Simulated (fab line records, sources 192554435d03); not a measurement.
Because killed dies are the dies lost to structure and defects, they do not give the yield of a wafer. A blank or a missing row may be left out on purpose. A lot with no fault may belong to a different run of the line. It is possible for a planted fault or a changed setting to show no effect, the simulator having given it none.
The tool behind it: which one? -- flow n5-finfet -- 72 wafers from 24 lots sampled at 6 of the route's 1938 steps

## WHAT EACH GAUGE READ, for each wafer
N5_BEOL_M12_INSPECT_12: inspects for defects (macro). Usual: raw-defect-count reads 2.2 (standard deviation 1.6).
lot,measured,on,raw-defect-count,flag
L075,day 10 23:25,defect-inspect-01,3 4 0,
L076,day 11 07:28,defect-inspect-01,1 3 0,
L074,day 11 08:28,defect-inspect-02,5 0 2,
L077,day 11 14:28,defect-inspect-01,1 6 1,
L079,day 12 14:15,defect-inspect-02,1 3 0,
L078,day 12 16:41,defect-inspect-01,4 6 2,
L082,day 12 21:03,defect-inspect-01,5 0 6,
L080,day 12 21:50,defect-inspect-01,1 3 3,
L081,day 12 23:01,defect-inspect-02,1 1 3,
L083,day 13 09:41,defect-inspect-02,3 2 1,
L085,day 13 10:01,defect-inspect-02,1 2 3,
L084,day 13 10:43,defect-inspect-01,1 6 2,
L087,day 14 06:13,defect-inspect-02,4 2 7,
L086,day 14 07:25,defect-inspect-01,0 2 1,
L088,day 14 10:34,defect-inspect-02,4 1 3,
L089,day 14 16:33,defect-inspect-01,3 2 1,
L090,day 15 01:24,defect-inspect-01,2 2 0,
L091,day 15 02:07,defect-inspect-01,5 1 1,
L092,day 15 08:35,defect-inspect-01,1 2 3,
L095,day 15 21:43,defect-inspect-02,1 2 3,
L093,day 16 06:07,defect-inspect-02,1 1 1,
L096,day 16 14:14,defect-inspect-02,2 2 1,
L094,day 16 14:23,defect-inspect-02,1 6 0,
L097,day 16 23:29,defect-inspect-02,4 1 2,

N5_BEOL_M12_RS_MEAS_54: measures by four-point-probe. Usual: M12_RS typically reads 0.0598 ohm/sq, with standard deviation 0.00075.
lot,measured,on,M12_RS (ohm/sq),flag
L075,day 11 04:22,film-metro-01,0.0602 0.0604 0.0607,
L076,day 11 10:56,film-metro-02,0.0585 0.0581 0.0590,
L074,day 11 13:21,film-metro-01,0.0602 0.0593 0.0601,
L077,day 11 19:04,film-metro-02,0.0586 0.0610 0.0603,
L079,day 12 20:20,film-metro-02,0.0594 0.0608 0.0599,
L078,day 12 21:40,film-metro-01,0.0592 0.0608 0.0599,
L082,day 13 01:50,film-metro-02,0.0605 0.0602 0.0608,
L080,day 13 03:25,film-metro-01,0.0591 0.0597 0.0606,
L081,day 13 02:58,film-metro-02,0.0597 0.0593 0.0603,
L083,day 13 13:34,film-metro-01,0.0613 0.0600 0.0598,
L085,day 13 15:39,film-metro-02,0.0590 0.0599 0.0611,
L084,day 13 22:38,film-metro-01,0.0597 0.0597 0.0600,
L087,day 14 14:12,film-metro-01,0.0591 0.0599 0.0602,
L086,day 14 11:19,film-metro-01,0.0610 0.0602 0.0606,
L088,day 14 14:13,film-metro-01,0.0591 0.0594 0.0590,
L089,day 14 23:06,film-metro-02,0.0602 0.0609 0.0601,
L090,day 15 06:52,film-metro-01,0.0596 0.0584 0.0609,
L091,day 15 07:46,film-metro-02,0.0599 0.0600 0.0607,
L092,day 15 13:07,film-metro-02,0.0602 0.0587 0.0597,
L095,day 16 02:29,film-metro-02,0.0609 0.0592 0.0597,
L093,day 16 11:11,film-metro-01,0.0604 0.0588 0.0579,
L096,day 16 18:49,film-metro-02,0.0598 0.0599 0.0593,
L094,day 16 18:55,film-metro-01,0.0596 0.0592 0.0600,
L097,day 17 05:52,film-metro-01,0.0607 0.0613 0.0600,

N5_BEOL_M13_OCD_MEAS_35. Usual: trench-depth-nm reads 416 nm (standard deviation 8.1).
lot,measured,on,trench-depth-nm (nm),flag
L075,day 11 06:46,ocd-02,401 415 419,
L076,day 11 13:23,ocd-01,425 418 414,
L074,day 11 15:37,ocd-02,415 430 419,
L077,day 11 21:26,ocd-01,409 401 411,
L079,day 12 22:31,ocd-02,422 400 423,
L078,day 12 23:55,ocd-01,419 420 414,
L082,day 13 04:04,ocd-02,409 407 428,
L080,day 13 05:53,ocd-02,416 406 395,
L081,day 13 05:45,ocd-01,424 418 427,
L083,day 13 15:49,ocd-01,425 421 425,
L085,day 13 18:07,ocd-01,427 425 425,
L084,day 14 00:53,ocd-02,424 405 421,
L087,day 14 16:30,ocd-01,417 416 416,
L086,day 14 13:42,ocd-01,392 416 415,
L088,day 14 16:55,ocd-02,427 412 419,
L089,day 15 01:29,ocd-01,421 428 427,
L090,day 15 09:25,ocd-02,422 410 401,
L091,day 15 10:01,ocd-02,420 404 417,
L092,day 15 15:14,ocd-01,416 420 408,
L095,day 16 04:44,ocd-02,426 421 413,
L093,day 16 13:55,ocd-01,416 419 419,
L096,day 16 21:12,ocd-02,420 414 414,
L094,day 16 21:14,ocd-01,413 424 415,
L097,day 17 08:27,ocd-01,404 421 402,

N5_BEOL_M15_THK_MEAS_01. Usual: M15_ILD_THK typically reads 1631 nm, with standard deviation 27.
lot,measured,on,M15_ILD_THK (nm),flag
L075,day 11 17:25,film-metro-02,1644 1619 1647,
L076,day 11 21:32,film-metro-01,1615 1649 1638,
L074,day 12 02:16,film-metro-01,1577 1612 1633,
L077,day 12 11:48,film-metro-01,1612 1680 1647,
L079,day 13 10:17,film-metro-02,1612 1656 1652,
L078,day 13 10:50,film-metro-02,1652 1626 1626,
L082,day 13 11:17,film-metro-01,1617 1665 1640,
L080,day 13 19:52,film-metro-01,1628 1602 1663,
L081,day 13 18:05,film-metro-02,1641 1603 1632,
L083,day 14 00:02,film-metro-02,1596 1569 1634,
L085,day 14 04:46,film-metro-01,1607 1568 1639,
L084,day 14 10:18,film-metro-02,1661 1640 1661,
L087,day 15 06:31,film-metro-02,1635 1657 1636,
L086,day 14 23:34,film-metro-01,1616 1628 1668,
L088,day 15 07:32,film-metro-02,1595 1641 1641,
L089,day 15 10:02,film-metro-02,1625 1613 1620,
L090,day 15 20:49,film-metro-02,1616 1598 1600,
L091,day 15 21:18,film-metro-02,1615 1573 1586,
L092,day 16 02:32,film-metro-02,1604 1616 1562,
L095,day 16 18:03,film-metro-01,1635 1684 1655,
L093,day 17 01:04,film-metro-01,1661 1596 1646,
L096,day 17 04:08,film-metro-02,1657 1686 1668,
L094,day 17 06:04,film-metro-02,1615 1657 1671,
L097,day 17 21:38,film-metro-01,1607 1659 1613,

## WHICH TOOL RAN EACH LOT (tool, then ch and the chambers of the sampled wafers, then the start)
lot,N5_BEOL_M13_DESCUM_15,N5_BEOL_M14_SPUTTER_44
L075,"rie-diel-05 ch 0,3, day 11 05:07","pvd-sputter-03, day 11 15:58"
L076,"rie-diel-05 ch 0,2,3, day 11 11:41","pvd-sputter-01, day 11 20:01"
L074,"rie-diel-05 ch 0,1,2, day 11 14:05","pvd-sputter-02, day 12 00:51"
L077,"rie-diel-05 ch 0,1, day 11 19:47","pvd-sputter-01, day 12 10:23"
L079,"rie-diel-03 ch 1,3, day 12 21:00","pvd-sputter-01, day 13 08:44"
L078,"rie-diel-05 ch 0,1, day 12 22:16","pvd-sputter-03, day 13 09:14"
L082,"rie-diel-06 ch 1,3, day 13 02:32","pvd-sputter-03, day 13 09:36"
L080,"rie-diel-06 ch 1,3, day 13 04:01","pvd-sputter-03, day 13 18:26"
L081,"rie-diel-06 ch 2,3, day 13 03:34","pvd-sputter-03, day 13 16:32"
L083,"rie-diel-06 ch 0,2, day 13 14:17","pvd-sputter-03, day 13 22:37"
L085,"rie-diel-03 ch 1,2,3, day 13 16:23","pvd-sputter-03, day 14 03:20"
L084,"rie-diel-03 ch 1,2,3, day 13 23:22","pvd-sputter-03, day 14 08:37"
L087,"rie-diel-05 ch 0,2, day 14 14:58","pvd-sputter-01, day 15 04:59"
L086,"rie-diel-03 ch 0,1,3, day 14 12:02","pvd-sputter-03, day 14 20:50"
L088,"rie-diel-05 ch 0,1,2, day 14 15:16","pvd-sputter-02, day 15 05:46"
L089,"rie-diel-06 ch 1,2,3, day 14 23:50","pvd-sputter-02, day 15 08:37"
L090,"rie-diel-03 ch 0,1,3, day 15 07:46","pvd-sputter-03, day 15 18:56"
L091,"rie-diel-03 ch 0,1,2, day 15 08:22","pvd-sputter-01, day 15 19:32"
L092,"rie-diel-03 ch 0,2,3, day 15 13:43","pvd-sputter-02, day 16 01:05"
L095,"rie-diel-06 ch 0,2, day 16 03:05","pvd-sputter-02, day 16 16:31"
L093,"rie-diel-05 ch 0,2,3, day 16 12:16","pvd-sputter-01, day 16 23:38"
L096,"rie-diel-06 ch 0,2,3, day 16 19:33","pvd-sputter-03, day 17 02:37"
L094,"rie-diel-03 ch 1,2, day 16 19:43","pvd-sputter-03, day 17 03:15"
L097,"rie-diel-03 ch 0,1,3, day 17 06:55","pvd-sputter-01, day 17 19:44"
- N5_BEOL_M13_DESCUM_15: chemistry O2, time 7.9 s.
- N5_BEOL_M14_SPUTTER_44: material Ta, target thk 15 nm, time 24.19 s.

## WHAT THE TOOLS THEMSELVES READ (means of the sampled wafers that have a number; where no wafer has one, the mark that the record gives instead)
N5_BEOL_M13_DESCUM_15. Usual: drypump-motor-current-A 5.42 A, standard deviation 0.3; o2-flow-sccm 224.9 sccm, standard deviation 0.78; oes-product-au 0.81 a.u., standard deviation 0.1; rf-vpp-V 243.3 V, standard deviation 1.2; showerhead-plenum-p-Torr 2.10 Torr, standard deviation 0.046; throttle-valve-pct 20.36 %, standard deviation 0.24.
lot,tool,drypump-motor-current-A (A),o2-flow-sccm (sccm),oes-product-au (a.u.),rf-vpp-V (V),showerhead-plenum-p-Torr (Torr),throttle-valve-pct (%),flag
L075,rie-diel-05,5.12,225.4,0.89,243.3,2.11,20.34,
L076,rie-diel-05,5.33,225.4,0.87,243.3,2.11,20.29,
L074,rie-diel-05,5.37,225.6,0.92,243.5,2.10,20.15,
L077,rie-diel-05,5.16,224.7,0.94,243.7,2.09,20.20,
L079,rie-diel-03,5.24,225.5,0.83,245.3,2.18,20.37,
L078,rie-diel-05,5.31,225.5,0.90,242.6,2.06,20.15,
L082,rie-diel-06,5.35,226.0,0.75,243.6,2.09,20.51,
L080,rie-diel-06,5.41,225.0,0.82,243.5,2.11,20.31,
L081,rie-diel-06,5.51,224.5,0.69,242.2,2.08,20.74,
L083,rie-diel-06,5.36,224.4,0.71,243.0,2.14,20.57,
L085,rie-diel-03,5.23,224.4,0.87,243.1,2.13,20.32,
L084,rie-diel-03,5.22,224.7,0.87,243.5,2.13,20.32,
L087,rie-diel-05,5.24,225.5,0.90,243.8,2.11,20.25,
L086,rie-diel-03,5.45,224.4,0.79,243.8,2.13,20.31,
L088,rie-diel-05,5.39,225.1,0.88,243.2,2.09,20.19,
L089,rie-diel-06,5.56,224.7,0.75,242.8,2.09,20.56,
L090,rie-diel-03,5.45,224.8,0.78,243.7,2.12,20.32,
L091,rie-diel-03,5.49,225.3,0.78,243.3,2.11,20.33,
L092,rie-diel-03,5.44,224.5,0.82,243.1,2.08,20.25,
L095,rie-diel-06,5.64,224.4,0.71,243.9,2.10,20.74,
L093,rie-diel-05,5.35,224.4,0.82,244.1,2.10,20.35,
L096,rie-diel-06,5.45,224.1,0.69,243.5,2.10,20.69,
L094,rie-diel-03,5.27,224.4,0.83,243.6,2.10,20.36,
L097,rie-diel-03,5.47,225.7,0.86,243.6,2.12,20.25,

N5_BEOL_M14_SPUTTER_44. Usual: throttle-valve-pct reads 29.3 % (standard deviation 1.1).
lot,tool,throttle-valve-pct (%),flag
L075,pvd-sputter-03,29.9,
L076,pvd-sputter-01,29.9,
L074,pvd-sputter-02,29.6,
L077,pvd-sputter-01,29.2,
L079,pvd-sputter-01,29.9,
L078,pvd-sputter-03,28.8,
L082,pvd-sputter-03,28.8,
L080,pvd-sputter-03,28.9,
L081,pvd-sputter-03,28.8,
L083,pvd-sputter-03,29.6,
L085,pvd-sputter-03,29.9,
L084,pvd-sputter-03,29.5,
L087,pvd-sputter-01,29.7,
L086,pvd-sputter-03,30.1,
L088,pvd-sputter-02,29.5,
L089,pvd-sputter-02,29.5,
L090,pvd-sputter-03,29.0,
L091,pvd-sputter-01,28.9,
L092,pvd-sputter-02,29.8,
L095,pvd-sputter-02,29.8,
L093,pvd-sputter-01,29.0,
L096,pvd-sputter-03,29.1,
L094,pvd-sputter-03,28.9,
L097,pvd-sputter-01,28.6,

## THE ANSWER, worked out from the rows above alone
Rule: a lot counts as off when the mean over its wafers that have a number is more than 3 standard deviations away from the usual mean. A lot without any number at a reading at which 4 lots or more have one is off too. Any other lot the step has rows for is counted as sound. First the gauges in route order, then the tools' own readings, where a lot's mean is used as printed above. The first step at which some lot is off is used, and at that step the reading that is off furthest; a lot without a number counts as furthest.
No lot is off at any reading shown: from this, nothing can be told.

## WHAT THE SIMULATOR HAD INSERTED
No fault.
